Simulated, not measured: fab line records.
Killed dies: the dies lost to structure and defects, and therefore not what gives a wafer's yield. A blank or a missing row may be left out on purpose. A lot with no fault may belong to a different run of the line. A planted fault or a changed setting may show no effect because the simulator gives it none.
Chamber matching -- flow n5-finfet -- rie-diel-04 running N5_BEOL_M3_DESCUM_33: 4 sister chambers
The step chemistry O2, time 7 s. 4 wafers are shown with their chamber, then 7 later ones without.

== WAFERS PAIRED WITH THEIR CHAMBERS ==
wafer,chamber,showerhead-plenum-p-Torr (Torr)
L078.6,3,1.99
L085.5,2,2.16
L086.1,0,2.13
L086.2,1,2.03

== WAFERS MISSING THEIR CHAMBER ==
wafer,showerhead-plenum-p-Torr (Torr)
L086.3,2.16
L092.2,2.15
L092.3,2.03
L092.5,2.15
L096.3,2.13
L096.4,1.98
L096.5,2.13

== CHAMBER TAKEN BY EACH ==
wafer,from the rows above,in truth
L086.3,2,2
L092.2,can't be placed: 2 or 0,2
L092.3,1,1
L092.5,can't be placed: 2 or 0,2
L096.3,0,0
L096.4,3,3
L096.5,0,0
5 of 7 placed correctly. From these rows, 2 cannot be placed; in 2 the true chamber is one of the candidates. Number placed wrongly: 0.
How it was worked out, from the rows above alone: a wafer's distance from a chamber is the root of the sum, over the readings, of the square of ((its reading less the chamber's mean) divided by the reading's scatter). If the next closest chamber is less than 2 further off than the closest, the wafer can't be placed; otherwise it belongs to the closest. Each chamber's mean is taken over the wafers shown for it. The scatter (one wafer shown for each chamber): square how far every hidden wafer sits from the nearest shown wafer, average those squares and take the square root.
